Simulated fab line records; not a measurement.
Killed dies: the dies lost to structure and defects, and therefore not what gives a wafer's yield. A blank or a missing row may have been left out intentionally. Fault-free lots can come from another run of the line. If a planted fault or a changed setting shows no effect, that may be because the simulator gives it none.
Split-lot trial	flow n5_finfet	21 wafers read across 7 lots, on a route 1938 steps long

THE SPLIT ITSELF
At N5_SD_EPI_N_PEB_07 (peb time 60 s), the setting peb_time_s was moved away from the recipe's 60 s on 8 of the 21 wafers read, by -21.5% to +11.9%. The other wafers ran this setting at the recipe's value.

BETWEEN THE SPLIT AND THE READING: the file shows 1 step in between
- N5_SD_EPI_N_DEVELOP_08: develop time 30 s

THE READING
cd_nm, in nm, at N5_SD_EPI_N_CD_MEAS_09 (target cd 120 nm). Fault-free wafers of this fab line usually give 119.9 nm, standard deviation 0.56 nm.

wafer	tool, chamber at the split	peb_time_s as run, s	against the recipe	cd_nm, nm	against lot-mates on the recipe
L074.1	litho_track-04, 0	60	recipe	120.3	-
L074.5	litho_track-04, 0	67.12	+11.9%	124.1	+4.0
L074.6	litho_track-04, 0	60	recipe	119.8	-
L077.1	litho_track-02, 0	65.83	+9.7%	122.7	+3.3
L077.2	litho_track-02, 0	65.83	+9.7%	123.1	+3.7
L077.3	litho_track-02, 0	60	recipe	119.4	-
L082.1	litho_track-02, 0	60	recipe	119.7	-
L082.4	litho_track-02, 0	60	recipe	119.5	-
L082.5	litho_track-02, 0	60	recipe	120.1	-
L083.3	litho_track-02, 0	52.02	-13.3%	115.0	-5.6
L083.4	litho_track-02, 0	52.02	-13.3%	115.6	-5.0
L083.6	litho_track-02, 0	60	recipe	120.6	-
L091.1	litho_track-03, 0	66.74	+11.2%	123.2	+3.7
L091.2	litho_track-03, 0	60	recipe	119.5	-
L091.4	litho_track-03, 0	66.74	+11.2%	123.1	+3.6
L092.2	litho_track-04, 0	60	recipe	120.5	-
L092.5	litho_track-04, 0	60	recipe	120.6	-
L092.6	litho_track-04, 0	60	recipe	121.3	-
L094.1	litho_track-04, 0	47.08	-21.5%	110.5	-9.2
L094.3	litho_track-04, 0	60	recipe	119.5	-
L094.5	litho_track-04, 0	60	recipe	119.8	-

THE FIT
A straight line over all 21 wafers: cd_nm changes by +0.362 nm for each +1% of peb_time_s; r = +0.98; the points scatter about the line by 0.68 nm.
The same after taking each lot's own level away (the mean of its wafers on the recipe; 21 wafers): +0.384 nm for each +1%; r = +0.99; scatter 0.36 nm.
On that fit, the largest move of peb_time_s shifts the reading by 8.3 nm.
Measured against the standard deviation above, the lots' own levels, which go from 119.40 to 120.80 nm, span 2.5 times it.
The two slopes agree, so the slope changes little with the lot-to-lot level.
Check: with one of the wafers moved furthest among these (-21.5%) left out of the fit, the line predicts -7.98 nm for it against its lot-mates. Against them it came out at -9.15 nm.

ADDITIONAL SPLITS CARRIED BY THESE WAFERS
Before the reading, these wafers also passed through other splits. Each is held against what the fit with the lots' levels taken away leaves over:
other split on the same wafers	wafers away from the commonest value	r with cd_nm (lot level and that fit taken away)
N5_ZERO_LAYER_EXPOSE_08 dose_mj	6	-0.18
N5_ZERO_LAYER_ETCH_18 bias_w	5	+0.03
N5_FIN_SAQP_ALD_61 ald_cycles	8	+0.27
N5_FIN_SAQP_PECVD_48 time_s	7	-0.15
N5_DUMMY_GATE_HM_DEP_06 time_s	18	+0.19

THE WHOLE CHAIN: every reading that the file lists as answering this split, in the file's order
step	what it does	reading	change (the file's fit)	r (the file's)
N5_SD_EPI_N_CD_MEAS_09	target cd 120 nm	cd_nm	+0.389 nm for each +1% of the setting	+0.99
N5_SD_EPI_N_DESCUM_14	chemistry O2, time 7.9 s	SD_EPI_N.cd_nm (the simulator's own value, which no gauge read)	+0.382 nm for each +1% of the setting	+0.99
N5_SD_EPI_N_ETCH_35	etches SOC in N2/H2, overetch 108 nm, time 486 s	SD_EPI_N.cd_nm (the simulator's own value, which no gauge read)	+0.36 nm for each +1% of the setting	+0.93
N5_SD_EPI_N_ETCHBACK_44	etches SiNx in CH3F/O2, stops on SiO2, target depth 14.5 nm	SD_EPI_N.cd_nm (the simulator's own value, which no gauge read)	+0.367 nm for each +1% of the setting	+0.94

FILE'S OWN FIT
cd_nm changes by +0.389 nm for each +1% of peb_time_s, r = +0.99.
